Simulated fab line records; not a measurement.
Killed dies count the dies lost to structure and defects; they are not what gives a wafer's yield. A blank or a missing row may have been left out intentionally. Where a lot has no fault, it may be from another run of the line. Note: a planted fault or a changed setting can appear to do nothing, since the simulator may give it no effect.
The tool behind it: which one?	flow n5_finfet	Sampling: 12 lots, 36 wafers, 2 of 1938 route steps

== WHAT EACH GAUGE READ, for each wafer ==
N5_BEOL_M6_CD_MEAS_35: target cd 40 nm, target cd y 28 nm.
lot	measured	on	cd_nm (nm)
L075	day 9 12:50	cd_sem-02	39.6 40.6 39.7
L077	day 9 21:59	cd_sem-01	40.3 41.5 40.7
L080	day 10 17:58	cd_sem-01	40.6 40.6 40.7
L082	day 11 01:52	cd_sem-01	39.9 40.3 40.8
L085	day 11 05:04	cd_sem-01	39.6 38.8 39.6
L084	day 12 00:44	cd_sem-01	40.4 40.0 40.0
L088	day 12 02:47	cd_sem-01	38.7 40.4 38.8
L089	day 12 16:55	cd_sem-02	41.4 41.8 41.2
L091	day 13 10:10	cd_sem-03	39.4 40.0 40.7
L094	day 13 19:50	cd_sem-03	40.1 40.7 39.6
L095	day 15 05:38	cd_sem-01	39.4 39.3 39.8
L096	day 15 07:59	cd_sem-03	39.0 39.3 38.4

== WHICH TOOL RAN EACH LOT (tool, then ch and the chambers of the sampled wafers, then the start) ==
lot	N5_BEOL_M6_DESCUM_16
L075	rie_diel-01 ch 0,1,2, day 9 11:14
L077	rie_diel-05 ch 0,1,3, day 9 19:50
L080	rie_diel-01 ch 1,2, day 10 16:29
L082	rie_diel-05 ch 0,2,3, day 10 23:01
L085	rie_diel-06 ch 1,3, day 11 03:01
L084	rie_diel-01 ch 0,1, day 11 21:19
L088	rie_diel-01 ch 1,2,3, day 12 01:11
L089	rie_diel-06 ch 0,1,3, day 12 15:19
L091	rie_diel-05 ch 0,1,2, day 13 06:57
L094	rie_diel-06 ch 1,2,3, day 13 16:37
L095	rie_diel-06 ch 1,3, day 14 18:53
L096	rie_diel-05 ch 0,2, day 15 05:36
- N5_BEOL_M6_DESCUM_16: chemistry O2, time 7.9 s.

== THE ANSWER, worked out from the rows above alone ==
Rule: usual is defined by the lots themselves. Put in order of their means at a reading, lots are off if they are a third of the lots or fewer, leave a main group of 4 or more, and stand apart from it by a gap of 3 or more times the standard deviation of the main group's means; of several such gaps the widest counts. The tables above print the reading to a certain number of digits; a main group whose means all agree to those digits is not used. A lot without any number at a reading at which 4 lots or more have one is off too. The other lots that the step has rows for count as sound.
Across all readings shown, no lot is off: no conclusion can be drawn from this.

== WHAT THE SIMULATOR PUT IN ==
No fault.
